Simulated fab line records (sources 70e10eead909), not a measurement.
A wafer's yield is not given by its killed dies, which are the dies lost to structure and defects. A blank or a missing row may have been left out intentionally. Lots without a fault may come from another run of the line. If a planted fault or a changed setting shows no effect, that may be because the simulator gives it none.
Commonality check across tools | flow nand_harc | Sampled: 12 lots, 36 wafers

## THE REASON FOR OPENING IT
Flagged at NHARC_END_SORT_01: reading killed_at_other, on 3 of 12 lots. No-fault wafers: 1.0, standard deviation 1.2.
Rule: a lot gets a flag if all its wafers with a number sit over 4 standard deviations from that mean, or if no wafer of it has a number. As for the other lots, they are considered sound.

lot  | measured     | on        | killed_at_other, wafer by wafer | flag
L956 | day 24 18:29 | prober-02 | 1 1 1                           |
L957 | day 24 19:16 | prober-01 | 2 5 3                           |
L958 | day 25 18:50 | prober-01 | 0 3 0                           |
L964 | day 27 05:55 | prober-01 | 0 0 0                           |
L963 | day 27 13:31 | prober-02 | 0 0 0                           |
L966 | day 28 12:04 | prober-02 | 1 0 1                           |
L965 | day 28 12:04 | prober-01 | 1 1 1                           |
L972 | day 31 10:37 | prober-01 | 619 599 613                     | FLAGGED
L973 | day 31 19:50 | prober-01 | 621 623 625                     | FLAGGED
L975 | day 31 20:42 | prober-02 | 621 611 643                     | FLAGGED
L979 | day 34 04:38 | prober-02 | 0 1 0                           |
L978 | day 34 23:04 | prober-01 | 0 0 0                           |
Averaged over the flagged lots the numbers come to 619.4, +618.4 from the usual (+99 or more standard deviations).

## TOOL THAT RAN EACH LOT
Before the reading, the record contains 4 process steps out of a 1302-step route. Every cell lists first the tool, next ch and the chambers used by the sampled wafers, and last the start.
lot  | flag    | NHARC_THIN_TSV_DEP_43           | NHARC_THIN_TSV_ETCH_44             | NHARC_THIN_TSV_ETCH_15           | NHARC_THIN_TSV_STRIP_45
L956 |         | pecvd-01 ch 0,2, day 23 23:59   | rie_diel-07 ch 0,2,3, day 24 01:05 | rie_si-05 ch 1,2,3, day 24 01:33 | plasma_asher-01 ch 0,1, day 24 01:47
L957 |         | pecvd-04 ch 1,2, day 24 01:08   | rie_diel-08 ch 1,3, day 24 02:13   | rie_si-03 ch 0,1,3, day 24 02:45 | plasma_asher-02 ch 0,1, day 24 03:03
L958 |         | pecvd-03 ch 0,1, day 24 23:25   | rie_diel-07 ch 0,1, day 25 00:24   | rie_si-06 ch 0,2, day 25 00:59   | plasma_asher-02 ch 0,1, day 25 01:19
L964 |         | pecvd-01 ch 0,2, day 26 13:47   | rie_diel-07 ch 0,1,3, day 26 15:02 | rie_si-05 ch 0,1,3, day 26 15:34 | plasma_asher-02 ch 0,1, day 26 15:56
L963 |         | pecvd-04 ch 0,1,2, day 26 19:15 | rie_diel-08 ch 0,3, day 26 20:13   | rie_si-05 ch 1,2, day 26 20:55   | plasma_asher-02 ch 0,1, day 26 21:14
L966 |         | pecvd-01 ch 0,1,2, day 27 20:11 | rie_diel-08 ch 0,1,3, day 27 21:08 | rie_si-03 ch 0,1,3, day 27 21:44 | plasma_asher-01 ch 0,1, day 27 21:56
L965 |         | pecvd-01 ch 1,2, day 27 21:23   | rie_diel-07 ch 0,1, day 27 22:27   | rie_si-06 ch 1,2,3, day 27 23:04 | plasma_asher-01 ch 0,1, day 27 23:17
L972 | FLAGGED | pecvd-04 ch 0,1, day 30 19:01   | rie_diel-08 ch 1,3, day 30 19:58   | rie_si-06 ch 0,1,3, day 30 20:34 | plasma_asher-02 ch 0,1, day 30 20:46
L973 | FLAGGED | pecvd-03 ch 0,1, day 31 05:11   | rie_diel-07 ch 0,1, day 31 06:19   | rie_si-05 ch 0,3, day 31 06:50   | plasma_asher-02 ch 0,1, day 31 07:02
L975 | FLAGGED | pecvd-03 ch 0,1,2, day 31 03:59 | rie_diel-07 ch 0,2,3, day 31 05:03 | rie_si-06 ch 0,2, day 31 05:38   | plasma_asher-01 ch 0, day 31 05:53
L979 |         | pecvd-03 ch 0,1,2, day 33 10:59 | rie_diel-08 ch 1,2, day 33 12:07   | rie_si-03 ch 1,2, day 33 12:38   | plasma_asher-01 ch 0,1, day 33 12:56
L978 |         | pecvd-04 ch 0,2, day 34 05:50   | rie_diel-08 ch 0,2,3, day 34 06:58 | rie_si-03 ch 1,2, day 34 07:29   | plasma_asher-02 ch 0,1, day 34 07:49
What these steps do:
- NHARC_THIN_TSV_DEP_43: deposits SiO2, target thk 1328.5 nm.
- NHARC_THIN_TSV_ETCH_44: etches the open film in CF4/O2, target depth 1594.2 nm, time 797.1 s.
- NHARC_THIN_TSV_ETCH_15: target depth 3000 nm, bosch target overetch cycles 2, bosch etch step 2.8 s.
- NHARC_THIN_TSV_STRIP_45: strips in O2.
- NHARC_END_SORT_01

## FLAGGED AGAINST TOTAL, ONE TOOL AT A TIME (gauges that did the reading follow at the end)
step                    | tool            | lots run | flagged | share of the flagged lots | sound lots run after its first flagged lot
NHARC_THIN_TSV_DEP_43   | pecvd-01        | 4        | 0       | none                      | -
NHARC_THIN_TSV_DEP_43   | pecvd-03        | 4        | 2       | some                      | 1 (L979)
NHARC_THIN_TSV_DEP_43   | pecvd-04        | 4        | 1       | some                      | 1 (L978)
NHARC_THIN_TSV_ETCH_44  | rie_diel-07     | 6        | 2       | some                      | 0
NHARC_THIN_TSV_ETCH_44  | rie_diel-08     | 6        | 1       | some                      | 2 (L979,L978)
NHARC_THIN_TSV_ETCH_15  | rie_si-03       | 4        | 0       | none                      | -
NHARC_THIN_TSV_ETCH_15  | rie_si-05       | 4        | 1       | some                      | 0
NHARC_THIN_TSV_ETCH_15  | rie_si-06       | 4        | 2       | some                      | 0
NHARC_THIN_TSV_STRIP_45 | plasma_asher-01 | 5        | 1       | some                      | 1 (L979)
NHARC_THIN_TSV_STRIP_45 | plasma_asher-02 | 7        | 2       | some                      | 1 (L978)
NHARC_END_SORT_01       | prober-01       | 7        | 2       | some                      | 1 (L978)
NHARC_END_SORT_01       | prober-02       | 5        | 1       | some                      | 1 (L979)

## WHAT THE TABLE ALLOWS
No row of the table ran every flagged lot.

## WHAT THE SIMULATOR HAD PUT IN
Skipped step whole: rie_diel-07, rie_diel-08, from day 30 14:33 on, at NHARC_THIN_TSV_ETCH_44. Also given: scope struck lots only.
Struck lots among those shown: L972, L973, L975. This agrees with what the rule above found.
